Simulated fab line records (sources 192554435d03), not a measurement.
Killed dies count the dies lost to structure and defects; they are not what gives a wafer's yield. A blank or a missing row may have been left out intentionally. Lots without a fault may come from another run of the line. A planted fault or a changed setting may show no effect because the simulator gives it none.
fab line records	flow n5Finfet
[record] lots = 11	wafers = 30	lastDay = 18
route steps=1938 shown BEOL_M6@1197 PASSIVATION@1936
lots untouched by any fault: they come from a run of this same line in which no faults occurred
startH: hours from the record's first day to the start of the lot's first wafer shown	waitH: hours from the lot's prior step to this one	" as in the row above	L1.1+2: several wafers, shown together as one row	- no value, or no start was given	* or withheld: withheld	< > ~ a bound
route shown NAME@n: a module of which the file shows steps, and the number in the route of the first	usual: average and standard deviation across the fault-free wafers	same: alike in all rows	chamber/n: place in a boat	sites: each site's reading	_std_site: the values' standard deviation	_edge_site: mean of outer sites minus mean of inner sites	radiusMm: for every site, how far away it sits from the centre of the wafer	mask NAME#n: copy n	behind: the tool/chamber that last shaped the wafer	hold: why the lot went on hold/how many hours it stayed there/how the hold came to an end	device: the n, p or np transistor that did not switch	end of line: tests of these same wafers at the route's end	a step without rows: its recipe alone	killed: dies that structure and defects cost at the first sort, which is not the same as the wafer's yield	map: dies across one wafer; x = killed, . = not, _ = none there
set.NAME: the setting that was run; set.NAME@STEP: the one run at that earlier step	model.NAME: the simulator's own value behind a step, which no gauge read
one table for each step of the route and one row for each wafer, over a sample of lots
services: when a tool's chamber went out of use (startH, in hours from the record's first day, below 0 if earlier), for how many hours, and the reason
[[steps]]
[step N5_BEOL_M6_PECVD_70]
[recipe] material = SiO2	targetThkA = 200	tempC = 400	precursor = TEOS/O2	pressureTorr = 5.5	rfW = 450	teosFlowSccm = 53.8	gas = O2	flowSccm = 3000	timeS = 22.7
[usual] heaterPowerW = 699/120	showerheadPlenumPTorr = 8.77/0.067	throttleValvePct = 22.9/1.7
lot.wafer	tool	chamber	startH	waitH	heaterPowerW	showerheadPlenumPTorr	throttleValvePct
L103.1	pecvd-03	2	201.40	0.0	534	8.86	20.9
L103.3	"	0	"	"	797	8.72	23.8
L103.4	"	2	"	"	529	8.80	20.9
L109.1	pecvd-03	2	230.90	0.0	560	8.82	21.1
L109.4	"	0	"	"	868	8.74	23.8
L109.5	"	1	"	"	516	8.75	22.2
L112.2	pecvd-03	2	247.34	0.0	572	8.84	21.1
L112.5	"	2	"	"	585	8.81	20.9
L113.4	pecvd-03	0	247.41	0.1	907	8.74	24.1
L113.5	"	2	"	"	569	8.83	20.9
L116.1	pecvd-01	0	281.12	0.0	640	8.70	22.0
L116.4	"	1	"	"	762	8.72	26.2
L116.5	"	2	"	"	650	8.89	22.5
L118.1	pecvd-04	1	291.70	0.0	730	8.77	21.9
L118.3	"	0	"	"	718	8.77	23.8
L118.5	"	1	"	"	742	8.73	21.9
L121.3	pecvd-03	1	302.60	0.0	565	8.76	21.8
L121.4	"	2	"	"	463	8.83	20.9
L121.6	"	0	"	"	935	8.76	23.8
L120.3	pecvd-01	0	306.18	0.0	685	8.69	21.8
L120.4	"	1	"	"	750	8.72	26.2
L120.6	"	2	"	"	725	8.87	22.4
L122.1	pecvd-01	0	318.79	0.0	731	8.71	21.9
L122.5	"	2	"	"	614	8.90	22.9
L122.6	"	1	"	"	792	8.72	26.3
L124.5	pecvd-03	2	325.68	0.1	540	8.81	21.1
L124.6	"	0	"	"	923	8.74	24.0
L125.1	pecvd-04	0	335.61	0.0	783	8.78	23.5
L125.2	"	2	"	"	675	8.73	20.4
L125.3	"	1	"	"	719	8.76	21.8
[step N5_BEOL_M6_VIA_ETCH_34]
[recipe] chemistry = C4F6/O2	target = SiCOH_lowk	targetDepthA = 1263	maskMaterial = SOC	taperDeg = 4	timeS = 50.9	ionEnergyEv = 250	pressureMtorr = 30	sourceW = 345	biasW = 185	Ar_flow_sccm = 300	C4F6_flow_sccm = 10	O2_flow_sccm = 10
[usual] O2_flow_sccm = 10.00/0.031	biasW = 185.0/0.57	drypumpMotorCurrentA = 5.8/0.54	oesProductAu = 0.82/0.091	rfVppV = 666/12	showerheadPlenumPTorr = 2.91/0.077	throttleValvePct = 20.78/0.22
lot.wafer	tool	chamber	startH	waitH	O2_flow_sccm	biasW	drypumpMotorCurrentA	oesProductAu	rfHoursCounterH	rfVppV	showerheadPlenumPTorr	throttleValvePct
L103.1	rieDiel-03	3	205.62	0.0	10.02	184.6	5.9	0.80	109	658	2.77	21.05
L103.3	"	2	"	"	10.04	184.4	5.0	0.80	81	653	2.90	21.25
L103.4	"	1	"	"	9.99	185.3	5.5	0.71	191	665	2.91	20.80
L109.1	rieDiel-01	2	237.46	0.0	10.02	186.2	5.2	0.82	80	671	3.00	20.73
L109.4	"	3	"	"	10.01	185.1	6.6	0.93	12	678	2.89	20.54
L109.5	"	3	"	"	10.00	185.9	6.6	0.93	-	675	2.89	20.52
L112.2	rieDiel-03	1	252.11	0.0	9.97	185.7	5.4	0.69	209	664	2.91	20.84
L112.5	"	0	"	"	9.98	183.9	5.2	0.84	-	673	2.86	20.55
L113.4	rieDiel-06	0	252.35	0.0	10.04	185.3	5.8	0.68	-	688	2.93	21.01
L113.5	"	1	"	"	9.98	185.4	6.6	0.71	-	688	2.92	20.93
L116.1	rieDiel-03	3	284.46	0.0	9.99	184.4	6.0	0.77	139	658	2.76	21.09
L116.4	"	0	"	"	9.95	184.6	5.2	0.83	70	672	2.85	20.57
L116.5	"	1	"	"	9.97	185.5	5.5	0.69	-	663	2.90	20.85
L118.1	rieDiel-01	0	294.57	0.0	10.02	185.5	6.3	0.74	163	668	2.96	20.82
L118.3	"	1	"	"	9.98	184.7	5.7	0.92	28	652	3.05	20.59
L118.5	"	0	"	"	9.95	185.4	6.3	0.73	-	667	2.96	20.81
L121.3	rieDiel-06	0	304.91	0.0	9.95	184.8	5.8	0.98	2	687	2.93	20.62
L121.4	"	2	"	"	10.00	185.2	6.3	0.92	27	646	2.79	20.60
L121.6	"	0	"	"	9.98	184.3	5.8	0.98	-	687	2.93	20.63
L120.3	rieDiel-01	2	311.00	0.0	10.03	185.4	5.2	0.79	110	668	2.98	20.78
L120.4	"	3	"	"	10.03	184.3	6.6	0.87	41	676	2.88	20.56
L120.6	"	2	"	"	10.03	184.7	5.2	0.80	-	669	2.98	20.78
L122.1	rieDiel-01	1	323.76	0.0	10.02	185.6	5.8	0.90	38	651	3.04	20.61
L122.5	"	2	"	"	9.95	185.7	5.2	0.78	-	668	2.98	20.79
L122.6	"	3	"	"	9.95	184.9	6.5	0.86	-	675	2.88	20.59
L124.5	rieDiel-03	0	332.78	0.0	10.04	185.6	5.2	0.82	-	674	2.85	20.59
L124.6	"	3	"	"	10.06	185.0	6.0	0.76	-	656	2.75	21.13
L125.1	rieDiel-01	2	341.06	0.0	9.93	184.6	5.2	0.78	119	669	2.98	20.78
L125.2	"	0	"	"	10.03	184.9	6.4	0.71	178	666	2.95	20.84
L125.3	"	3	"	"	10.04	185.2	6.6	0.86	51	677	2.88	20.60
[step N5_BEOL_M6_ALD_77]
[recipe] material = TaN	targetThkA = 20	tempC = 275	aldPrecursorFamily = PDMAT	aldCoReactant = NH3	pressureTorr = 3	carrierFlowSccm = 1500	pulseTimeS = 2	purgeTimeS = 3	coReactantPurgeTimeS = 2	coReactantPulseTimeS = 3	aldCycles = 40	precursorVesselTempC = 75	precursorVesselPressureTorr = 26.25	precursorVesselCarrierSccm = 1000
[usual] heaterPowerW = 414/39
lot.wafer	tool	chamber	startH	waitH	heaterPowerW
L103.1	aldMetal-02	0	207.57	0.1	433
L103.3	"	3	"	"	502
L103.4	"	2	"	"	430
L109.1	aldMetal-02	2	240.57	0.0	423
L109.4	"	1	"	"	375
L109.5	"	2	"	"	435
L112.2	aldMetal-01	0	252.98	0.0	419
L112.5	"	3	"	"	372
L113.4	aldMetal-04	1	253.39	0.1	429
L113.5	"	0	"	"	402
L116.1	aldMetal-01	3	285.62	0.0	373
L116.4	"	1	"	"	361
L116.5	"	2	"	"	356
L118.1	aldMetal-01	1	295.92	0.0	370
L118.3	"	2	"	"	366
L118.5	"	1	"	"	370
L121.3	aldMetal-01	0	307.73	0.0	430
L121.4	"	2	"	"	358
L121.6	"	3	"	"	378
L120.3	aldMetal-04	1	311.89	0.0	449
L120.4	"	2	"	"	418
L120.6	"	1	"	"	436
L122.1	aldMetal-02	1	324.72	0.0	367
L122.5	"	0	"	"	435
L122.6	"	3	"	"	500
L124.5	aldMetal-01	0	334.48	0.4	427
L124.6	"	2	"	"	357
L125.1	aldMetal-04	1	342.09	0.1	440
L125.2	"	3	"	"	432
L125.3	"	2	"	"	421
[step N5_BEOL_M6_ANNEAL_51]
[recipe] tempC = 225	timeS = 90	ambient = N2
[usual] wafer_temp_C_max = 225.63/0.25
lot.wafer	tool	chamber	startH	waitH	wafer_temp_C_max
L103.1	rtpAnneal-02	0	208.63	0.2	226.08
L103.3	"	0	"	"	225.85
L103.4	"	0	"	"	225.36
L109.1	rtpAnneal-02	0	241.30	0.1	225.82
L109.4	"	0	"	"	225.96
L109.5	"	0	"	"	226.12
L112.2	rtpAnneal-02	0	253.81	0.1	225.79
L112.5	"	0	"	"	225.88
L113.4	rtpAnneal-01	0	255.31	0.5	225.32
L113.5	"	0	"	"	225.49
L116.1	rtpAnneal-01	0	286.83	0.2	225.40
L116.4	"	0	"	"	225.46
L116.5	"	0	"	"	225.36
L118.1	rtpAnneal-01	0	297.03	0.1	225.32
L118.3	"	0	"	"	225.69
L118.5	"	0	"	"	225.45
L121.3	rtpAnneal-01	0	308.61	0.1	225.24
L121.4	"	0	"	"	225.21
L121.6	"	0	"	"	225.27
L120.3	rtpAnneal-02	0	312.91	0.1	225.74
L120.4	"	0	"	"	225.75
L120.6	"	0	"	"	225.75
L122.1	rtpAnneal-01	0	326.33	0.5	225.25
L122.5	"	0	"	"	225.29
L122.6	"	0	"	"	225.36
L124.5	rtpAnneal-01	0	336.95	0.2	225.52
L124.6	"	0	"	"	225.54
L125.1	rtpAnneal-02	0	343.52	0.3	225.64
L125.2	"	0	"	"	225.60
L125.3	"	0	"	"	225.38
[step N5_BEOL_M6_CMP_52]
[recipe] stopOn = SiCOH_lowk	tOverpolishS = 6.9	downForcePsi = 1	platenRpm = 50	clearingPlatenDownForcePsi = 1.5	clearingPlatenRpm = 50	postCmpClean = cuAlkaline	targetThkNm = 80	clearingPlatenPadVelocityMS = 0.99484	padVelocityMS = 0.99484
[usual] barrierFieldEndpointS = 28.8/0.81	motorCurrentA = 6.0/0.67
lot.wafer	tool	chamber	startH	waitH	barrierFieldEndpointS	motorCurrentA
L103.3	cmp-02	0	208.93	0.2	27.7	6.4
L103.4	"	2	"	"	30.0	7.5
L103.1	"	3	"	"	29.2	6.0
L109.1	cmp-03	0	241.59	0.3	29.4	6.5
L109.4	"	2	"	"	29.7	4.9
L109.5	"	0	"	"	20.9	6.3
L112.2	cmp-02	2	254.11	0.3	19.5	7.7
L112.5	"	2	"	"	19.8	7.7
L113.4	cmp-03	2	255.55	0.2	29.5	4.8
L113.5	"	1	"	"	20.7	5.9
L116.4	cmp-02	2	287.13	0.1	29.1	7.4
L116.1	"	3	"	"	29.9	5.7
L116.5	"	2	"	"	28.6	7.7
L118.1	cmp-03	2	297.37	0.3	29.3	4.8
L118.3	"	3	"	"	27.9	5.9
L118.5	"	1	"	"	28.8	6.0
L121.3	cmp-02	1	308.82	0.2	27.7	5.9
L121.4	"	0	"	"	27.6	6.1
L121.6	"	1	"	"	29.0	5.5
L120.3	cmp-02	0	313.17	0.2	28.2	6.3
L120.4	"	1	"	"	28.3	5.6
L120.6	"	3	"	"	30.1	6.1
L122.1	cmp-03	3	326.76	0.4	28.6	6.2
L122.5	"	0	"	"	28.8	6.5
L122.6	"	1	"	"	28.1	6.2
L124.5	cmp-03	1	337.22	0.2	28.6	6.0
L124.6	"	2	"	"	28.8	5.2
L125.1	cmp-01	3	343.82	0.3	27.9	5.6
L125.3	"	1	"	"	27.5	6.7
L125.2	"	2	"	"	26.0	5.7
[step N5_PASSIVATION_PROBE_49]
[usual] defectLimitedYield = 91.4/1.5	killed_at_M0_to_M3 = 34/10	killed_at_M4_up = 15/6	killedAtContacts = 12/6	killedAtFrontEnd = 37/11	killedAtOther = 3.3/2.8	killedDies = 101/18	killedOnRim = 14/4.4	killedOpen = 66/14	killedShort = 33/7.8	sort_bin_5_function = 5.0/0.97	sort_bin_6_memory = 3.2/0.72	sortNPass = 1079/18	sortYieldPct = 91.4/1.5
[same] grossDies = 1180	killedAtBackSide = 0	sort_bin_4_leakage[%] = 0	sort_bin_8_speed[%] = 0
lot.wafer	tool	chamber	startH	waitH	defectLimitedYield[%]	killed_at_M0_to_M3	killed_at_M4_up	killedAtContacts	killedAtFrontEnd	killedAtOther	killedDies	killedOnRim	killedOpen	killedShort	sort_bin_5_function[%]	sort_bin_6_memory[%]	sortNPass	sortYieldPct[%]
L113.5	prober-01	-	348.12	0.2	88.6	36	22	10	65	2	135	23	92	38	6.6	3.9	1045	88.6
// killed by level:class
L113.5 FIN_SAQP:geometricParticle:open=18 BEOL_M4:geometricParticle:open=16 STI_FIN_REVEAL:geometricParticle:open=13 FIN_SAQP:geometricParticle:short=12 BEOL_M3:geometricParticle:open=11 MOL_CONTACT_COAG:geometricParticle:open=8 BEOL_M0_SAQP:geometricParticle:short=8 BEOL_M0_SAQP:geometricParticle:open=5
[[services]]
tool	chamber	startH	hours	kind
cmp-02	-	183.37	4.0	pm
rieDiel-03	3	184.82	4.3	repair
aldMetal-02	1	186.68	37.3	repair
aldMetal-01	1	197.34	11.4	repair
pecvd-03	2	209.24	13.2	repair
pecvd-04	0	214.44	25.6	repair
cmp-02	-	223.26	4.3	pm
cmp-02	-	227.88	1.6	repair
pecvd-04	2	242.61	6.9	repair
pecvd-01	-	255.82	1.6	repair
rieDiel-03	3	259.60	4.2	repair
pecvd-03	1	260.12	40.9	repair
cmp-03	-	274.80	4.0	pm
pecvd-03	-	276.82	6.0	pm
rieDiel-01	0	287.50	1.8	repair
aldMetal-04	3	292.83	2.8	repair
pecvd-03	-	298.20	0.8	repair
cmp-03	-	298.26	0.7	repair
rieDiel-03	0	303.24	7.5	repair
rieDiel-03	1	321.25	4.6	repair
aldMetal-04	3	329.48	2.8	repair
aldMetal-01	3	333.69	2.0	repair
aldMetal-02	-	335.70	0.9	repair
cmp-03	-	343.51	2.6	repair
[[key]]
[firstSign] step = N5_BEOL_M6_CMP_52	reading = barrierFieldEndpointS	direction = down	sigmas = 11	usual = 28.8	struck = 20.2
effect none on later readings
metAt N5_BEOL_M6_PECVD_70
struckLots L109,L112,L113
struckWafers L109.5,L112.2,L112.5,L113.5
notActingAt N5_BEOL_M6_VIA_ETCH_34,N5_BEOL_M6_ALD_77,N5_BEOL_M6_ANNEAL_51
onsetBetween 201.40 230.90
[fault] kind = processParameterDrift	tool = pecvd-03	chamber = -	onsetH = 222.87	steps = N5_BEOL_M6_PECVD_70	channel = timeS	offset = *	shape = step	endH = 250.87	scope = struckWafersOnly	actsIn = *	stated = *
